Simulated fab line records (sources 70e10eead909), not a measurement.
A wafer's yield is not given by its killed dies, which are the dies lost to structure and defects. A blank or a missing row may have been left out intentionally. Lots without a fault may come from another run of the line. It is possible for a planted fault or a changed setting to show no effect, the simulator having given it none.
fab line records -- flow nand_harc
record lots=5, wafers=15, last_day=34
route steps=1302 shown P_ZERO_WELL@44
lots with no fault: from the same line, run without faults
start_h: hours from the record's first day to the start of the lot's first wafer shown -- wait_h: hours since the lot's step before -- " repeats the value in the row above -- L1.1+2: a row that stands for several wafers -- - no value, or no start was given -- * or withheld: withheld -- < > ~ a bound
route shown NAME@n: NAME is a module with steps in the file, n the number in the route of the first one -- usual: mean/standard deviation taken from wafers without a fault -- same: alike in all rows -- chamber/n: place in a boat -- sites: each site's reading -- _std_site: the standard deviation of these -- _edge_site: the outer-site mean with the inner-site mean subtracted -- radius_mm: how far each site lies from the wafer's centre -- mask NAME#n: copy n -- behind: tool/chamber where the wafer was last shaped -- hold: why the lot went on hold/how many hours it stayed there/how the hold came to an end -- device: which transistor (n, p or np) failed to switch -- end of line: the route-end tests of the same wafers -- a step with no rows: only its recipe -- killed: dies lost to structure and defects at the first sort, not the wafer's yield -- map: shows each die of a wafer: x if killed, . if not, _ if none is there
set.NAME: the setting as run; set.NAME@STEP: as run at that earlier step -- model.NAME: the simulator's own value behind a step, which no gauge read
lots at some steps of the route; a table a step, a row a wafer
services: from which hour (start_h, from the record's first day; less than 0 if before it) a tool's chamber was out of use, for how many hours, and why
## steps
# step NHARC_P_ZERO_WELL_CD_MEAS_37
# recipe target_cd_nm=720, landing_energy_ev=500
# usual cd_nm=718.8/1.5
lot.wafer,tool,chamber,start_h,wait_h,cd_nm
L698.3,cd_sem-02,0,44.10,-,718.7
L698.4,cd_sem-02,0,44.10,-,719.1
L698.6,cd_sem-02,0,44.10,-,720.9
L702.1,cd_sem-03,0,84.10,-,719.2
L702.4,cd_sem-03,0,84.10,-,718.0
L702.5,cd_sem-03,0,84.10,-,719.1
L711.2,cd_sem-03,0,174.12,-,717.2
L711.4,cd_sem-03,0,174.12,-,717.9
L711.6,cd_sem-03,0,174.12,-,718.5
L716.1,cd_sem-03,0,224.01,-,718.5
L716.3,cd_sem-03,0,224.01,-,721.8
L716.6,cd_sem-03,0,224.01,-,718.3
L719.4,cd_sem-03,0,254.05,-,719.3
L719.5,cd_sem-03,0,254.05,-,718.3
L719.6,cd_sem-03,0,254.05,-,720.8
# step NHARC_P_ZERO_WELL_HARDBAKE_38
# recipe temp_c=125, time_s=80
# step NHARC_P_ZERO_WELL_DESCUM_39
# recipe time_s=3, o2_flow_sccm=200, ar_flow_sccm=0, bias_power_w=0, chemistry=O2
# usual drypump_motor_current_A=5.75/0.27, oes_product_au=1.001/0.0083, rf_vpp_V=57.6/0.89, showerhead_plenum_p_Torr=1.87/0.06, throttle_valve_pct=11.311/0.0093
lot.wafer,tool,chamber,start_h,wait_h,drypump_motor_current_A,oes_product_au,rf_hours_counter_h,rf_vpp_V,showerhead_plenum_p_Torr,throttle_valve_pct
L698.4,rie_diel-08,0,44.26,-,5.73,1.006,10,56.3,1.82,11.313
L698.3,rie_diel-08,1,44.26,-,5.50,0.996,12,57.4,1.78,11.300
L698.6,rie_diel-08,0,44.26,-,5.76,1.010,-,56.8,1.82,11.298
L702.1,rie_diel-08,1,84.27,-,5.49,1.008,23,57.1,1.77,11.315
L702.4,rie_diel-08,2,84.27,-,5.83,1.006,19,57.0,1.85,11.311
L702.5,rie_diel-08,0,84.27,-,5.75,1.007,-,57.6,1.81,11.316
L711.4,rie_diel-10,0,174.28,-,5.84,1.012,26,58.0,1.91,11.312
L711.2,rie_diel-10,2,174.28,-,5.16,0.999,27,57.3,1.94,11.314
L711.6,rie_diel-10,1,174.28,-,5.63,0.978,-,56.1,1.79,11.317
L716.1,rie_diel-01,3,224.18,-,5.70,1.002,1,58.3,1.86,11.316
L716.3,rie_diel-01,1,224.18,-,6.07,0.999,2,57.6,1.90,11.310
L716.6,rie_diel-01,3,224.18,-,5.71,1.000,-,57.1,1.86,11.318
L719.4,rie_diel-08,0,254.34,-,5.78,0.984,17,58.0,1.79,11.306
L719.6,rie_diel-08,1,254.34,-,5.53,1.003,-,58.5,2.07,11.299
L719.5,rie_diel-08,2,254.34,-,5.88,0.998,-,59.4,1.83,11.312
# step NHARC_P_ZERO_WELL_IMPLANT_40
# recipe energy_kev=300, dose_cm2=1e+13, tilt_deg=7
# step NHARC_P_ZERO_WELL_IMPLANT_59
# recipe energy_kev=120, dose_cm2=5e+12, tilt_deg=7
# step NHARC_P_ZERO_WELL_IMPLANT_60
# recipe energy_kev=30, dose_cm2=2e+12, tilt_deg=7
# step NHARC_P_ZERO_WELL_STRIP_41
# recipe time_s=840, temp_c=130, chemistry=SPM
# step NHARC_P_ZERO_WELL_DEHYDRATE_44
# recipe temp_c=150, time_s=120
# step NHARC_P_ZERO_WELL_HMDS_45
# recipe time_s=30
# step NHARC_P_ZERO_WELL_COAT_46
# recipe spin_rpm=withheld
# step NHARC_P_ZERO_WELL_SOFTBAKE_47
# recipe temp_c=122, time_s=95
# step NHARC_P_ZERO_WELL_EBR_48
# step NHARC_P_ZERO_WELL_EXPOSE_49
# recipe na=0.6, target_cd_nm=2000, dose_mj=22.64, mask_id=P_HVPW
# usual focus_offset_nm=0.2/0.49
lot.wafer,tool,chamber,start_h,wait_h,mask,focus_offset_nm
L698.3,krf_scanner-04,0,45.58,-,P_HVPW#0,0.9
L698.4,krf_scanner-04,0,45.58,-,P_HVPW#0,0.8
L698.6,krf_scanner-04,0,45.58,-,P_HVPW#0,0.6
L702.1,krf_scanner-04,0,85.58,-,P_HVPW_R1#0,0.4
L702.4,krf_scanner-04,0,85.58,-,P_HVPW_R1#0,0.0
L702.5,krf_scanner-04,0,85.58,-,P_HVPW_R1#0,0.7
L711.2,krf_scanner-04,0,175.49,-,P_HVPW#0,0.8
L711.4,krf_scanner-04,0,175.49,-,P_HVPW#0,0.0
L711.6,krf_scanner-04,0,175.49,-,P_HVPW#0,0.6
L716.1,krf_scanner-02,0,225.39,-,P_HVPW#0,0.4
L716.3,krf_scanner-02,0,225.39,-,P_HVPW#0,0.0
L716.6,krf_scanner-02,0,225.39,-,P_HVPW#0,0.5
L719.4,krf_scanner-02,0,255.64,-,P_HVPW#0,-0.6
L719.5,krf_scanner-02,0,255.64,-,P_HVPW#0,0.6
L719.6,krf_scanner-02,0,255.64,-,P_HVPW#0,0.2
# step NHARC_P_ZERO_WELL_PEB_50
# recipe peb_temp_c=118, peb_time_s=85
# step NHARC_P_ZERO_WELL_DEVELOP_51
# recipe time_s=70
# step NHARC_P_ZERO_WELL_CD_MEAS_52
# recipe target_cd_nm=2000, landing_energy_ev=500
# usual cd_nm=2000.3/1.7
lot.wafer,tool,chamber,start_h,wait_h,cd_nm
L698.3,cd_sem-01,0,45.74,-,2002.4
L698.4,cd_sem-01,0,45.74,-,2000.4
L698.6,cd_sem-01,0,45.74,-,2002.6
L702.1,cd_sem-03,0,85.73,-,1970.9
L702.4,cd_sem-03,0,85.73,-,1974.4
L702.5,cd_sem-03,0,85.73,-,1971.8
L711.2,cd_sem-02,0,175.64,-,1999.2
L711.4,cd_sem-02,0,175.64,-,1999.5
L711.6,cd_sem-02,0,175.64,-,2001.2
L716.1,cd_sem-02,0,225.55,-,2001.1
L716.3,cd_sem-02,0,225.55,-,2000.5
L716.6,cd_sem-02,0,225.55,-,2000.1
L719.4,cd_sem-03,0,255.79,-,1997.7
L719.5,cd_sem-03,0,255.79,-,1999.4
L719.6,cd_sem-03,0,255.79,-,1998.1
# step NHARC_P_ZERO_WELL_HARDBAKE_53
# recipe temp_c=125, time_s=80
# step NHARC_P_ZERO_WELL_DESCUM_54
# recipe time_s=3, o2_flow_sccm=200, ar_flow_sccm=0, bias_power_w=0, chemistry=O2
# usual drypump_motor_current_A=5.72/0.29, oes_product_au=1.001/0.01, rf_vpp_V=57.6/0.81, showerhead_plenum_p_Torr=1.88/0.067, throttle_valve_pct=11.312/0.0086
lot.wafer,tool,chamber,start_h,wait_h,drypump_motor_current_A,oes_product_au,rf_hours_counter_h,rf_vpp_V,showerhead_plenum_p_Torr,throttle_valve_pct,model.P_ZERO_WELL.cd_nm
L698.4,rie_diel-08,3,45.89,-,5.92,0.988,11,56.8,1.90,11.321,2001
L698.3,rie_diel-08,2,45.89,-,5.85,1.009,9,57.3,1.85,11.299,2003
L698.6,rie_diel-08,3,45.89,-,5.90,0.986,-,56.3,1.90,11.316,2003
L702.1,rie_diel-10,2,85.93,-,5.17,0.998,2,58.2,1.95,11.311,1971
L702.4,rie_diel-10,3,85.93,-,5.99,1.008,-,58.8,1.95,11.309,1975
L702.5,rie_diel-10,2,85.93,-,5.14,0.994,-,58.8,1.95,11.312,1972
L711.4,rie_diel-10,1,175.84,-,5.60,0.999,30,57.2,1.79,11.304,2000
L711.2,rie_diel-10,2,175.84,-,5.16,1.014,28,58.5,1.94,11.309,1999
L711.6,rie_diel-10,3,175.84,-,6.02,1.017,-,58.1,1.94,11.312,2002
L716.3,rie_diel-10,0,225.74,-,5.83,0.999,42,59.6,1.90,11.315,2000
L716.1,rie_diel-10,1,225.74,-,5.57,0.987,46,58.4,1.78,11.317,2001
L716.6,rie_diel-10,0,225.74,-,5.83,1.001,-,58.6,1.90,11.307,2000
L719.4,rie_diel-10,0,256.51,-,5.80,1.008,0,58.0,1.90,11.328,1997
L719.6,rie_diel-10,2,256.51,-,5.17,1.015,-,56.8,1.94,11.309,1997
L719.5,rie_diel-10,3,256.51,-,6.02,1.009,-,58.4,1.93,11.305,2000
# step NHARC_P_ZERO_WELL_IMPLANT_55
# recipe energy_kev=180, dose_cm2=8e+11, tilt_deg=7
## services
tool,chamber,start_h,hours,kind
rie_diel-08,2,24.36,2.8,repair
rie_diel-10,0,25.15,-,clean
rie_diel-10,1,25.15,-,clean
rie_diel-10,2,25.15,-,clean
rie_diel-10,3,25.15,-,clean
rie_diel-01,-,28.59,9.0,pm
rie_diel-08,-,48.07,0.4,repair
rie_diel-10,0,49.65,-,clean
rie_diel-10,1,49.65,-,clean
rie_diel-10,-,70.43,9.0,pm
krf_scanner-04,-,76.31,1.5,repair
rie_diel-10,0,80.15,10.8,repair
rie_diel-10,3,87.92,6.3,repair
krf_scanner-02,-,94.00,4.0,pm
rie_diel-01,2,117.78,10.0,repair
krf_scanner-04,-,168.42,0.4,repair
krf_scanner-04,-,182.00,4.0,pm
rie_diel-08,-,193.53,9.0,pm
krf_scanner-04,-,199.05,0.3,repair
rie_diel-01,-,205.61,9.0,pm
krf_scanner-04,-,235.95,5.6,repair
krf_scanner-02,-,238.24,0.6,repair
rie_diel-08,2,244.04,7.6,repair
rie_diel-10,-,247.43,9.0,pm
## key
first_sign step=NHARC_P_ZERO_WELL_EXPOSE_49, reading=mask, direction=changed
effect step=NHARC_P_ZERO_WELL_CD_MEAS_52, reading=cd_nm, direction=down, sigmas=16, usual=2000.3, struck=1972.4
model_effect step=NHARC_P_ZERO_WELL_DESCUM_54, value=P_ZERO_WELL.cd_nm, without=2002, struck=1973
met_at NHARC_P_ZERO_WELL_EXPOSE_49
struck_wafers L702.1,L702.4,L702.5
tester_left_out L702
onset_between 45.58 85.58
fault kind=wrong_mask, tool=any, chamber=-, onset_h=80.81, steps=NHARC_P_ZERO_WELL_EXPOSE_49, aux_copy=P_HVPW_R1#0, cd_offset_nm=-29.04, scope=struck_lots_only
# tester_left_out: of these lots the tester's yield and bins aren't shown, on N5 and GAA mostly nor the transistor test; their killed dies are dies lost to structure and defects alone, not to doping, threshold or leakage, so they don't give the yield
